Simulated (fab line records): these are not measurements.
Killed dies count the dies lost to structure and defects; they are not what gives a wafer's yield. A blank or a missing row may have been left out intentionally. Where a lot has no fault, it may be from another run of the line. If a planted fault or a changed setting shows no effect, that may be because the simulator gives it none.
Split-lot study || flow n5 finfet || 21 wafers read from 7 lots, route of 1938 steps

## ABOUT THE SPLIT
At N5_BEOL_M10_COAT_60 (time 60 s, resist thk 30 nm), the setting spin rpm was moved away from the recipe's 1500 rpm on 9 of the 21 wafers read, by -10.5% to +3.2%. The other wafers ran this setting at the recipe's value.

## FROM THE SPLIT TO THE READING: what the file shows between them, 4 steps
- N5_BEOL_M10_COAT_05: resist thk 90 nm
- N5_BEOL_M10_EBR_07
- N5_BEOL_M10_DESCUM_16: chemistry O2, time 7.9 s
- N5_BEOL_M10_ETCH_61: etches SiARC in CF4, target depth 39 nm, time 65 s

## THE READING
SiARC_of_BEOL_M10_COAT_60.thk nm (the simulator's own value, which no gauge read), in nm, at N5_BEOL_M10_ETCH_62 (etches SOC in N2/H2, target depth 110 nm, overetch 22 nm, time 165 s). The file gives no usual value for it. The 12 wafers here that ran the recipe average 23.4 nm, standard deviation 0.2 nm.

{"wafer": "L076.4", "tool, chamber at the split": "litho track-02, 0", "spin rpm as run, rpm": 1500, "against the recipe": "recipe", "SiARC_of_BEOL_M10_COAT_60.thk nm, nm": 23.6, "against lot-mates on the recipe": "-"}
{"wafer": "L076.5", "tool, chamber at the split": "litho track-02, 0", "spin rpm as run, rpm": 1548, "against the recipe": "+3.2%", "SiARC_of_BEOL_M10_COAT_60.thk nm, nm": 23, "against lot-mates on the recipe": -0.6}
{"wafer": "L076.6", "tool, chamber at the split": "litho track-02, 0", "spin rpm as run, rpm": 1548, "against the recipe": "+3.2%", "SiARC_of_BEOL_M10_COAT_60.thk nm, nm": 23, "against lot-mates on the recipe": -0.6}
{"wafer": "L079.2", "tool, chamber at the split": "litho track-04, 0", "spin rpm as run, rpm": 1456, "against the recipe": "-2.9%", "SiARC_of_BEOL_M10_COAT_60.thk nm, nm": 24.2, "against lot-mates on the recipe": "+0.6"}
{"wafer": "L079.3", "tool, chamber at the split": "litho track-04, 0", "spin rpm as run, rpm": 1500, "against the recipe": "recipe", "SiARC_of_BEOL_M10_COAT_60.thk nm, nm": 23.8, "against lot-mates on the recipe": "-"}
{"wafer": "L079.4", "tool, chamber at the split": "litho track-04, 0", "spin rpm as run, rpm": 1500, "against the recipe": "recipe", "SiARC_of_BEOL_M10_COAT_60.thk nm, nm": 23.4, "against lot-mates on the recipe": "-"}
{"wafer": "L080.1", "tool, chamber at the split": "litho track-01, 0", "spin rpm as run, rpm": 1342, "against the recipe": "-10.5%", "SiARC_of_BEOL_M10_COAT_60.thk nm, nm": 25, "against lot-mates on the recipe": "+1.8"}
{"wafer": "L080.3", "tool, chamber at the split": "litho track-01, 0", "spin rpm as run, rpm": 1342, "against the recipe": "-10.5%", "SiARC_of_BEOL_M10_COAT_60.thk nm, nm": 25.4, "against lot-mates on the recipe": "+2.2"}
{"wafer": "L080.6", "tool, chamber at the split": "litho track-01, 0", "spin rpm as run, rpm": 1500, "against the recipe": "recipe", "SiARC_of_BEOL_M10_COAT_60.thk nm, nm": 23.2, "against lot-mates on the recipe": "-"}
{"wafer": "L084.1", "tool, chamber at the split": "litho track-02, 0", "spin rpm as run, rpm": 1408, "against the recipe": "-6.1%", "SiARC_of_BEOL_M10_COAT_60.thk nm, nm": 24.6, "against lot-mates on the recipe": "+1.3"}
{"wafer": "L084.2", "tool, chamber at the split": "litho track-02, 0", "spin rpm as run, rpm": 1500, "against the recipe": "recipe", "SiARC_of_BEOL_M10_COAT_60.thk nm, nm": 23.4, "against lot-mates on the recipe": "-"}
{"wafer": "L084.4", "tool, chamber at the split": "litho track-02, 0", "spin rpm as run, rpm": 1500, "against the recipe": "recipe", "SiARC_of_BEOL_M10_COAT_60.thk nm, nm": 23.2, "against lot-mates on the recipe": "-"}
{"wafer": "L088.3", "tool, chamber at the split": "litho track-01, 0", "spin rpm as run, rpm": 1500, "against the recipe": "recipe", "SiARC_of_BEOL_M10_COAT_60.thk nm, nm": 23.2, "against lot-mates on the recipe": "-"}
{"wafer": "L088.4", "tool, chamber at the split": "litho track-01, 0", "spin rpm as run, rpm": 1393, "against the recipe": "-7.1%", "SiARC_of_BEOL_M10_COAT_60.thk nm, nm": 24.8, "against lot-mates on the recipe": "+1.6"}
{"wafer": "L088.5", "tool, chamber at the split": "litho track-01, 0", "spin rpm as run, rpm": 1500, "against the recipe": "recipe", "SiARC_of_BEOL_M10_COAT_60.thk nm, nm": 23.2, "against lot-mates on the recipe": "-"}
{"wafer": "L087.2", "tool, chamber at the split": "litho track-02, 0", "spin rpm as run, rpm": 1500, "against the recipe": "recipe", "SiARC_of_BEOL_M10_COAT_60.thk nm, nm": 23.6, "against lot-mates on the recipe": "-"}
{"wafer": "L087.3", "tool, chamber at the split": "litho track-02, 0", "spin rpm as run, rpm": 1500, "against the recipe": "recipe", "SiARC_of_BEOL_M10_COAT_60.thk nm, nm": 23.2, "against lot-mates on the recipe": "-"}
{"wafer": "L087.4", "tool, chamber at the split": "litho track-02, 0", "spin rpm as run, rpm": 1500, "against the recipe": "recipe", "SiARC_of_BEOL_M10_COAT_60.thk nm, nm": 23.2, "against lot-mates on the recipe": "-"}
{"wafer": "L092.1", "tool, chamber at the split": "litho track-02, 0", "spin rpm as run, rpm": 1500, "against the recipe": "recipe", "SiARC_of_BEOL_M10_COAT_60.thk nm, nm": 23.4, "against lot-mates on the recipe": "-"}
{"wafer": "L092.2", "tool, chamber at the split": "litho track-02, 0", "spin rpm as run, rpm": 1368, "against the recipe": "-8.8%", "SiARC_of_BEOL_M10_COAT_60.thk nm, nm": 24.8, "against lot-mates on the recipe": "+1.4"}
{"wafer": "L092.3", "tool, chamber at the split": "litho track-02, 0", "spin rpm as run, rpm": 1368, "against the recipe": "-8.8%", "SiARC_of_BEOL_M10_COAT_60.thk nm, nm": 25.4, "against lot-mates on the recipe": "+2.0"}

THE FIT
A straight line over all 21 wafers: SiARC_of_BEOL_M10_COAT_60.thk nm changes by -0.18 nm for each +1% of spin rpm; r = -0.96; the points scatter about the line by 0.22 nm.
The same after taking each lot's own level away (the mean of its wafers on the recipe; 21 wafers): -0.195 nm for each +1%; r = -0.98; scatter 0.17 nm.
Per that fit: largest spin rpm move, reading shift of 2.1 nm.
The span of the lots' own levels, 23.20 to 23.60 nm, comes to 2.0 times the standard deviation stated above.
The two slopes agree, so the slope changes little with the lot-to-lot level.
Check: +2.14 nm against its lot-mates is what the line predicts for one of the wafers moved furthest among these (-10.5%) when that wafer is left out of the fit. Against them it came out at +1.8 nm.

## ADDITIONAL SPLITS CARRIED BY THESE WAFERS
Other splits were also applied to these wafers ahead of the reading. Each is held against what the fit with the lots' levels taken away leaves over:
{"other split on the same wafers": "N5_BEOL_M8_COAT_22 spin rpm", "wafers away from the commonest value": 8, "r with SiARC_of_BEOL_M10_COAT_60.thk nm (lot level and that fit taken away)": "+0.32"}
{"other split on the same wafers": "N5_BEOL_M9_ETCH_61 source w", "wafers away from the commonest value": 8, "r with SiARC_of_BEOL_M10_COAT_60.thk nm (lot level and that fit taken away)": "+0.08"}
{"other split on the same wafers": "N5_BEOL_M9_COAT_64 spin rpm", "wafers away from the commonest value": 7, "r with SiARC_of_BEOL_M10_COAT_60.thk nm (lot level and that fit taken away)": "+0.16"}
{"other split on the same wafers": "N5_BEOL_M10_COAT_59 spin rpm", "wafers away from the commonest value": 9, "r with SiARC_of_BEOL_M10_COAT_60.thk nm (lot level and that fit taken away)": -0.02}

## THE WHOLE CHAIN: every reading that the file lists as answering this split, in the file's order
{"step": "N5_BEOL_M10_COAT_60", "what it does": "time 60 s, resist thk 30 nm", "reading": "SiARC_of_BEOL_M10_COAT_60.thk nm (the simulator's own value, which no gauge read)", "change (the file's fit)": "-0.163 nm for each +1% of the setting", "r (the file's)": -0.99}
{"step": "N5_BEOL_M10_ETCH_61", "what it does": "etches SiARC in CF4, target depth 39 nm, time 65 s", "reading": "etch rf on time s", "change (the file's fit)": "withheld for each +1% of the setting", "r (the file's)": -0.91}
{"step": "N5_BEOL_M10_ETCH_61", "what it does": "etches SiARC in CF4, target depth 39 nm, time 65 s", "reading": "etch.depth nm (the simulator's own value, which no gauge read)", "change (the file's fit)": "-0.159 nm for each +1% of the setting", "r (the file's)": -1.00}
{"step": "N5_BEOL_M10_ETCH_61", "what it does": "etches SiARC in CF4, target depth 39 nm, time 65 s", "reading": "CAR-ArF_of_BEOL_M10_COAT_05.thk nm (the simulator's own value, which no gauge read)", "change (the file's fit)": "+0.142 nm for each +1% of the setting", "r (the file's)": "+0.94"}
{"step": "N5_BEOL_M10_ETCH_62", "what it does": "etches SOC in N2/H2, target depth 110 nm, overetch 22 nm, time 165 s", "reading": "SiARC_of_BEOL_M10_COAT_60.thk nm (the simulator's own value, which no gauge read)", "change (the file's fit)": "-0.2 nm for each +1% of the setting", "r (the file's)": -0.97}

## THE FILE'S OWN FIT
SiARC_of_BEOL_M10_COAT_60.thk nm changes by -0.2 nm for each +1% of spin rpm, r = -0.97.
